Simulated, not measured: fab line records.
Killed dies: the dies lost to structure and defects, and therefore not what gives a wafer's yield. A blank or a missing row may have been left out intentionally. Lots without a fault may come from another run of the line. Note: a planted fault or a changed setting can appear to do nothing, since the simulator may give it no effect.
The tool behind it: which one? + flow n5-finfet + 10 lots with 30 wafers sampled at 6 steps, on a route of 1938 steps

## WHAT THE GAUGES SHOWED, per wafer
N5_SD_EPI_P_OVL_MEAS_10. Usual: SD_P_BLK_OVL gives 0.0 nm (standard deviation 0.68).
| lot  | measured    | on         | SD_P_BLK_OVL (nm) | flag |
|------|-------------|------------|-------------------|------|
| L793 | day 3 12:33 | overlay-02 | 0.9 0.3 0.2       |      |
| L794 | day 3 19:44 | overlay-02 | -0.3 -1.2 -0.3    |      |
| L795 | day 3 22:58 | overlay-02 | 0.1 1.2 0.2       |      |
| L796 | day 4 05:34 | overlay-02 | 0.2 -0.6 0.7      |      |
| L797 | day 4 11:52 | overlay-02 | 0.9 0.6 -0.1      |      |
| L804 | day 6 11:47 | overlay-02 | -0.3 0.4 -0.5     |      |
| L806 | day 6 17:53 | overlay-02 | 0.7 1.4 1.8       |      |
| L807 | day 7 01:06 | overlay-02 | -0.6 -0.4 -0.6    |      |
| L813 | day 8 11:06 | overlay-01 | 0.2 0.5 0.1       |      |
| L815 | day 8 23:13 | overlay-02 | 1.0 -0.2 0.5      |      |

N5_SD_ACTIVATION_RS_MEAS_03: uses a four-point probe to measure. Usual: RS_SD_N 21.94 ohm/sq, standard deviation 0.25; RS_SD_P 56.6 ohm/sq, standard deviation 0.92.
| lot  | measured    | on            | RS_SD_N (ohm/sq)  | RS_SD_P (ohm/sq) | flag |
|------|-------------|---------------|-------------------|------------------|------|
| L793 | day 3 16:52 | film-metro-02 | 22.31 22.36 21.85 | 56.7 57.6 56.9   |      |
| L794 | day 4 00:10 | film-metro-02 | 21.93 22.14 21.97 | 56.2 56.5 55.7   |      |
| L795 | day 4 04:02 | film-metro-01 | 21.85 21.69 22.08 | 58.9 58.9 58.1   |      |
| L796 | day 4 09:47 | film-metro-02 | 22.19 22.07 22.21 | 56.6 56.7 56.7   |      |
| L797 | day 4 16:06 | film-metro-01 | 21.63 22.19 21.99 | 54.6 54.6 55.1   |      |
| L804 | day 6 16:33 | film-metro-01 | 21.67 21.60 21.56 | 57.0 58.2 56.9   |      |
| L806 | day 6 22:14 | film-metro-01 | 24.25 23.97 24.04 | 55.8 55.1 55.3   | OFF  |
| L807 | day 7 06:28 | film-metro-02 | 24.46 23.84 24.15 | 57.6 57.0 57.7   | OFF  |
| L813 | day 8 16:11 | film-metro-02 | 21.97 21.71 21.71 | 58.5 57.3 57.3   |      |
| L815 | day 9 04:20 | film-metro-02 | 22.14 22.13 22.23 | 57.5 57.1 57.3   |      |

N5_BEOL_M4_RC_MEAS_101. Usual: DIBL_N 36.2 mV/V, standard deviation 1.7; DIBL_P 36.2 mV/V, standard deviation 2.2; IOFF_N 0.16 nA/um, standard deviation 0.035; IOFF_P 0.21 nA/um, standard deviation 0.042; ION_N 673 uA/um, standard deviation 13; ION_P 462 uA/um, standard deviation 7.9; RC_DENSE_N 18.9 ohm.um, standard deviation 0.5; RC_N 15.4 ohm.um, standard deviation 0.4; REXT_N 75.4 ohm.um, standard deviation 2.1; RS_SD_N 28.4 ohm/sq, standard deviation 0.33; SS_N 71.4 mV/dec, standard deviation 0.59; SS_P 73.2 mV/dec, standard deviation 0.7; VT_N 250 mV, standard deviation 3.6; VT_P -251 mV, standard deviation 3.5.
| lot  | measured     | on        | DIBL_N (mV/V)  | DIBL_P (mV/V)  | IOFF_N (nA/um) | IOFF_P (nA/um) | ION_N (uA/um) | ION_P (uA/um) | RC_DENSE_N (ohm.um) | RC_N (ohm.um)  | REXT_N (ohm.um) | RS_SD_N (ohm/sq) | SS_N (mV/dec)  | SS_P (mV/dec)  | VT_N (mV)   | VT_P (mV)      | flag |
|------|--------------|-----------|----------------|----------------|----------------|----------------|---------------|---------------|---------------------|----------------|-----------------|------------------|----------------|----------------|-------------|----------------|------|
| L793 | day 7 23:13  | prober-01 | 36.3 38.7 36.4 | 36.1 40.1 38.5 | 0.14 0.21 0.17 | 0.19 0.25 0.22 | 653 688 674   | 446 461 465   | 19.2 18.7 19.0      | 15.8 15.3 15.5 | 77.5 76.0 76.6  | 28.7 28.4 28.5   | 70.9 72.5 71.4 | 73.0 74.0 73.9 | 250 243 248 | -252 -247 -251 |      |
| L794 | day 8 05:29  | prober-01 | 33.7 35.4 35.9 | 35.2 37.1 37.6 | 0.14 0.16 0.18 | 0.21 0.23 0.23 | 667 674 682   | 469 473 473   | 18.9 19.0 19.4      | 15.4 15.6 15.8 | 76.3 76.1 75.5  | 28.9 29.0 28.4   | 70.5 71.1 71.9 | 72.9 73.2 74.0 | 252 250 248 | -250 -248 -250 |      |
| L795 | day 8 07:13  | prober-02 | 36.6 39.1 39.0 | 37.7 41.7 41.1 | 0.20 0.27 0.27 | 0.26 0.34 0.34 | 688 713 696   | 468 482 476   | 19.4 18.8 19.7      | 15.8 15.3 16.0 | 74.9 73.7 75.3  | 28.2 28.3 28.7   | 72.1 71.7 72.7 | 73.4 74.9 74.9 | 243 240 240 | -246 -244 -243 |      |
| L796 | day 8 10:10  | prober-02 | 35.5 34.1 36.4 | 34.9 33.8 35.9 | 0.14 0.12 0.17 | 0.19 0.18 0.21 | 667 673 689   | 464 467 467   | 18.6 19.3 18.4      | 15.1 15.7 15.0 | 73.8 75.2 73.8  | 28.5 28.5 28.8   | 70.9 70.8 71.2 | 73.4 72.8 72.6 | 251 250 247 | -251 -254 -250 |      |
| L797 | day 8 20:38  | prober-01 | 39.8 39.8 41.5 | 40.7 39.1 41.8 | 0.25 0.22 0.28 | 0.32 0.28 0.36 | 705 680 688   | 485 468 478   | 18.3 18.4 18.9      | 14.9 15.0 15.6 | 72.7 73.2 74.6  | 28.4 28.6 28.7   | 72.4 71.3 72.1 | 74.7 74.4 74.7 | 240 246 243 | -245 -248 -243 |      |
| L804 | day 11 04:16 | prober-02 | 35.3 37.7 37.8 | 34.2 37.2 38.8 | 0.12 0.16 0.16 | 0.16 0.19 0.22 | 662 686 677   | 457 458 464   | 19.0 18.6 19.3      | 15.5 15.2 15.9 | 76.3 76.1 79.4  | 28.1 28.0 28.1   | 70.2 71.1 72.0 | 72.5 73.5 73.0 | 255 249 250 | -255 -253 -252 |      |
| L806 | day 11 04:55 | prober-01 | 35.4 31.8 33.0 | 39.0 34.5 36.8 | 0.13 0.09 0.11 | 0.26 0.19 0.22 | 642 633 641   | 463 464 460   | 21.3 20.9 21.8      | 17.4 16.8 17.9 | 86.8 84.3 86.9  | 31.8 31.6 31.7   | 70.8 71.1 70.8 | 73.8 72.0 73.0 | 257 258 255 | -245 -250 -248 | OFF  |
| L807 | day 11 10:55 | prober-02 | 33.9 31.4 35.6 | 36.3 33.6 38.1 | 0.13 0.09 0.16 | 0.21 0.18 0.26 | 659 644 659   | 466 463 464   | 21.0 20.4 21.8      | 17.1 16.6 17.6 | 83.2 83.4 83.2  | 31.8 31.1 31.1   | 71.4 70.5 71.5 | 73.6 72.8 74.1 | 256 260 252 | -251 -253 -247 | OFF  |
| L813 | day 13 14:12 | prober-01 | 37.8 36.2 37.1 | 37.2 34.0 34.9 | 0.16 0.12 0.15 | 0.25 0.19 0.21 | 669 673 675   | 459 462 470   | 19.2 18.0 18.6      | 15.4 14.8 15.2 | 73.5 71.2 71.2  | 28.1 28.3 28.3   | 71.8 71.5 70.9 | 73.6 72.6 72.3 | 247 255 249 | -247 -251 -249 |      |
| L815 | day 13 17:47 | prober-01 | 34.9 35.1 34.1 | 36.8 35.5 35.1 | 0.15 0.14 0.13 | 0.17 0.16 0.16 | 665 672 666   | 450 451 454   | 19.6 19.0 18.8      | 15.8 15.7 15.4 | 77.0 74.4 76.0  | 28.7 28.7 28.9   | 70.6 71.4 71.0 | 73.9 73.2 73.1 | 252 252 255 | -257 -259 -258 |      |

## EACH LOT AND THE TOOL THAT RAN IT (in order: tool; ch and the chambers of the sampled wafers; start)
| lot  | N5_SD_EPI_N_EPI_21             | N5_SD_ACTIVATION_LSA_01           | N5_ILD0_CMP_07               |
|------|--------------------------------|-----------------------------------|------------------------------|
| L793 | epi-rpcvd-02 ch 0, day 3 10:13 | laser-anneal-02 ch 0, day 3 16:40 | cmp-03 ch 0,1,3, day 3 19:58 |
| L794 | epi-rpcvd-02 ch 0, day 3 16:46 | laser-anneal-01 ch 0, day 3 23:58 | cmp-04 ch 1,2,3, day 4 03:14 |
| L795 | epi-rpcvd-04 ch 0, day 3 20:23 | laser-anneal-02 ch 0, day 4 03:50 | cmp-04 ch 0,2, day 4 07:08   |
| L796 | epi-rpcvd-01 ch 0, day 4 02:52 | laser-anneal-01 ch 0, day 4 09:34 | cmp-01 ch 2,3, day 4 13:14   |
| L797 | epi-rpcvd-01 ch 0, day 4 09:02 | laser-anneal-02 ch 0, day 4 15:53 | cmp-04 ch 0,1,3, day 4 19:29 |
| L804 | epi-rpcvd-01 ch 0, day 6 08:05 | laser-anneal-01 ch 0, day 6 16:20 | cmp-01 ch 1,2,3, day 6 19:41 |
| L806 | epi-rpcvd-01 ch 0, day 6 13:51 | laser-anneal-01 ch 0, day 6 22:01 | cmp-01 ch 0,1,2, day 7 02:08 |
| L807 | epi-rpcvd-01 ch 0, day 6 19:55 | laser-anneal-02 ch 0, day 7 06:15 | cmp-01 ch 0,2,3, day 7 09:35 |
| L813 | epi-rpcvd-02 ch 0, day 8 07:51 | laser-anneal-02 ch 0, day 8 15:59 | cmp-01 ch 0,1,2, day 8 19:14 |
| L815 | epi-rpcvd-02 ch 0, day 8 19:53 | laser-anneal-02 ch 0, day 9 04:08 | cmp-04 ch 0,2, day 9 07:23   |
- N5_SD_EPI_N_EPI_21: deposits Si:P, time 690 s.
- N5_SD_ACTIVATION_LSA_01: time 0.0008 s.
- N5_ILD0_CMP_07: polishes SiO2 flowable, stops on poly-Si, t overpolish 1.18 s, target thk 138.88 nm.

## AS READ BY THE TOOLS THEMSELVES (means over the sampled wafers that have a number; for cases with no such wafer, the mark the record gives instead)
N5_SD_ACTIVATION_LSA_01. Usual: wafer_temp_C_max reads 1085.4 (standard deviation 0.98).
| lot  | tool            | wafer_temp_C_max | flag |
|------|-----------------|------------------|------|
| L793 | laser-anneal-02 | 1085.6           |      |
| L794 | laser-anneal-01 | 1086.3           |      |
| L795 | laser-anneal-02 | 1086.6           |      |
| L796 | laser-anneal-01 | 1084.6           |      |
| L797 | laser-anneal-02 | 1085.3           |      |
| L804 | laser-anneal-01 | 1085.4           |      |
| L806 | laser-anneal-01 | 1084.8           |      |
| L807 | laser-anneal-02 | 1085.1           |      |
| L813 | laser-anneal-02 | 1085.3           |      |
| L815 | laser-anneal-02 | 1085.2           |      |

N5_ILD0_CMP_07. Usual: motor-current-A reads 12.1 A (standard deviation 0.98).
| lot  | tool   | motor-current-A (A) | flag |
|------|--------|---------------------|------|
| L793 | cmp-03 | 12.2                |      |
| L794 | cmp-04 | 11.8                |      |
| L795 | cmp-04 | 11.8                |      |
| L796 | cmp-01 | 12.9                |      |
| L797 | cmp-04 | 12.4                |      |
| L804 | cmp-01 | 11.9                |      |
| L806 | cmp-01 | 11.3                |      |
| L807 | cmp-01 | 11.6                |      |
| L813 | cmp-01 | 11.6                |      |
| L815 | cmp-04 | 11.5                |      |

## THE ANSWER, worked out from the rows above alone
Rule: take the mean of a lot's wafers that have a number; if it is more than 3 standard deviations from the usual mean, the lot is off. A lot without any number at a reading at which 4 lots or more have one is off too. Any other lot the step has rows for is counted as sound. The gauges are gone through in route order, then the tools' own readings, and for those a lot's mean is taken as printed above. At the first step where some lot is off, the reading lying furthest off is the one used; lots without a number count as furthest.
Off: L806, L807, at N5_SD_ACTIVATION_RS_MEAS_03 (RS_SD_N).
A tool fits if, at a process step before that reading, it ran every lot that is off, and no sound lot after the first of them. Not tried: the gauges at N5_SD_ACTIVATION_RS_MEAS_03; whatever is off there is also off at N5_BEOL_M4_RC_MEAS_101, on other tools, and gauge error can't account for it. One fits: epi-rpcvd-01 at N5_SD_EPI_N_EPI_21. A fault onset in the window from L804 (day 6 08:05, its last sound lot) to L806 (day 6 13:51, its first lot off) fits.

## WHAT HAD BEEN PUT IN BY THE SIMULATOR
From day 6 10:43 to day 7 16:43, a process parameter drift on epi-rpcvd-01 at N5_SD_EPI_N_EPI_21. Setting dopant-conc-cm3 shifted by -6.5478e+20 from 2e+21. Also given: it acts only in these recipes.
Struck lots among those shown: L806, L807. The same result came from the rule above.
